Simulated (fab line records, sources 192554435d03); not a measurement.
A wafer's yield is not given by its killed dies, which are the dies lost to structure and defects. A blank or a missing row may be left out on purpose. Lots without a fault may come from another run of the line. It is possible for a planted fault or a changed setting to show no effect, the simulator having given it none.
A struck lot beside a sound one -- flow n5 finfet -- 26 out of 1938 route steps
Sound: wafers L594.2, L594.3, L594.5. The struck wafers were L592.4, L592.5, L592.6. At the end, the cause is stated.
Order at every step that has rows: each side's tool, ch and its chambers, its first start. Under that, the readings that differ: sound wafers -- struck wafers -- difference of the means -- sigmas: that difference in standard deviations of wafers without a fault.
alike: readings with means less than 2 such deviations apart, plus words and numbers identical on both sides. not compared: withheld readings, readings lacking a value on some wafer, bounds such as >300 that could conceal the same value, and numbers that have no deviation in the record and whose values overlap.
Wherever a step has rows on one side only, a row that says differs or no value, or a row with sigmas, the two part there. Non-overlapping numbers with no deviation appear without sigmas and do not part them. A reading missing from all wafers of one side parts the sides only when that side holds two or more wafers.

first, 10 steps without rows for these wafers: N5_SD_EPI_N_STRIP_18 (strips in SPM, time 750 s); N5_SD_EPI_N_SRD_20 (time 30 s); N5_SD_EPI_N_PRECLEAN_48 (cleans in NF3:NH3, afs cycles 2, time 20 s, sublimation time 60 s); N5_SD_EPI_N_VAPOR_ETCH_50 (etches Si in HCl, time 54 s); N5_SD_EPI_N_EPI_21 (deposits Si:P, time 690 s); N5_SD_EPI_N_PRECLEAN_24 (cleans in O3/DIW, time 60 s); N5_SD_EPI_N_SRD_25 (time 30 s); N5_SD_EPI_N_PRECLEAN_49 (cleans in NF3:NH3, afs cycles 1, time 20 s, sublimation time 60 s); N5_SD_EPI_N_LINER_46 (material SiNx, target thk 3 nm); N5_SD_EPI_P_COAT_34 (time 60 s, resist thk 350 nm).
N5_SD_EPI_P_COAT_35: time 60 s, resist thk 35 nm.
  sound on litho track-04 ch 0, day 6 17:18; struck on litho track-03 ch 0, day 6 09:02
reading,sound,struck,difference,sigmas
spin speed rpm (rpm),1499.7 1499.6 1501.2,1125.7 1126.1 1126.6,-374.0,-99 or more
model.SiARC_of_SD_EPI_P_COAT_35.thk nm (nm),35 35 35,40.6 40.6 40.4,+5.5,
  alike: plate temp C
then, 7 steps without rows for these wafers: N5_SD_EPI_P_COAT_03 (resist thk 150 nm); N5_SD_EPI_P_EBR_05; N5_SD_EPI_P_SOFTBAKE_04 (time 60 s); N5_SD_EPI_P_EXPOSE_06 (exposes mask SD P BLK, target cd 240 nm); N5_SD_EPI_P_PEB_07 (peb time 60 s); N5_SD_EPI_P_DEVELOP_08 (develop time 30 s); N5_SD_EPI_P_DESCUM_14 (chemistry O2, time 7.9 s).
N5_SD_EPI_P_ETCH_36: etches SiARC in CF4, target depth 45.5 nm, time 75.8 s.
  sound on rie diel-03 ch 0,1,2, day 6 17:58; struck on rie diel-04 ch 0,1,3, day 6 09:39
reading,sound,struck,difference,sigmas
etch rf on time s (s),76.4 76.2 76.2,87.0 89.0 86.8,+11.3,+12
model.etch.depth nm (nm),34.94 34.96 34.92,40.51 40.58 40.39,+5.55,
model.CAR-ArF-block_of_SD_EPI_P_COAT_03.thk nm (nm),110.8 110.4 111.2,105.6 105.6 106,-5.1,
  alike: cf4 flow sccm, drypump motor current A, oes product au, rf vpp V, showerhead plenum p Torr, throttle valve pct
  not compared: rf hours counter h
then, 4 steps without rows for these wafers: N5_SD_EPI_P_ETCH_37 (etches SOC in N2/H2, overetch 108 nm, time 486 s); N5_SD_EPI_P_STRIP_38 (strips in N2/H2); N5_SD_EPI_P_ETCHBACK_46 (etches SiNx in CH3F/O2, stops on SiO2, target depth 17.5 nm); N5_SD_EPI_P_ETCH_47 (etches SiOCN in CH3F/O2, target depth 25 nm).
N5_SD_EPI_P_ETCH_16: etches SiO2 in CHF3/O2, target depth 5 nm.
  sound on rie diel-03 ch 0,1,2, day 6 18:33; struck on rie diel-04 ch 0,1,3, day 6 10:14
reading,sound,struck,difference,sigmas
model.SiARC_of_SD_EPI_P_COAT_35.thk nm (nm),11.6 11.6 11.4,17 17.4 17,+6,
  alike: drypump motor current A, oes product au, rf vpp V, showerhead plenum p Torr, throttle valve pct
  not compared: rf hours counter h
then, 1 step without rows for these wafers: N5_SD_EPI_P_STRIP_50 (strips in CHF3/O2).
-- record jumps: 5 days separate the struck wafers' starts on either side; left off in module SD_EPI_P, taken up again in module BEOL_M4, whose first shown step is the route's number 1111 --
N5_BEOL_M4_RC_MEAS_101:
  sound on prober-01 ch 0, day 11 12:13; struck on prober-02 ch 0, day 11 05:56
  alike: DIBL_N, DIBL_P, IOFF_N, IOFF_P, ION_N, ION_P, SS_N, SS_P, VT_N, VT_P

WHERE THEY PART
Earliest at N5_SD_EPI_P_COAT_35; latest, in this record, at N5_SD_EPI_P_ETCH_36. Later steps at which nothing parts them and some readings are alike: N5_SD_EPI_P_ETCH_16, N5_BEOL_M4_RC_MEAS_101.

WHY: what had been put in by the simulator
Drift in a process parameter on litho track-03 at N5_SD_EPI_P_COAT_35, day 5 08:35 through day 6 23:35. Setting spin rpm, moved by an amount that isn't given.
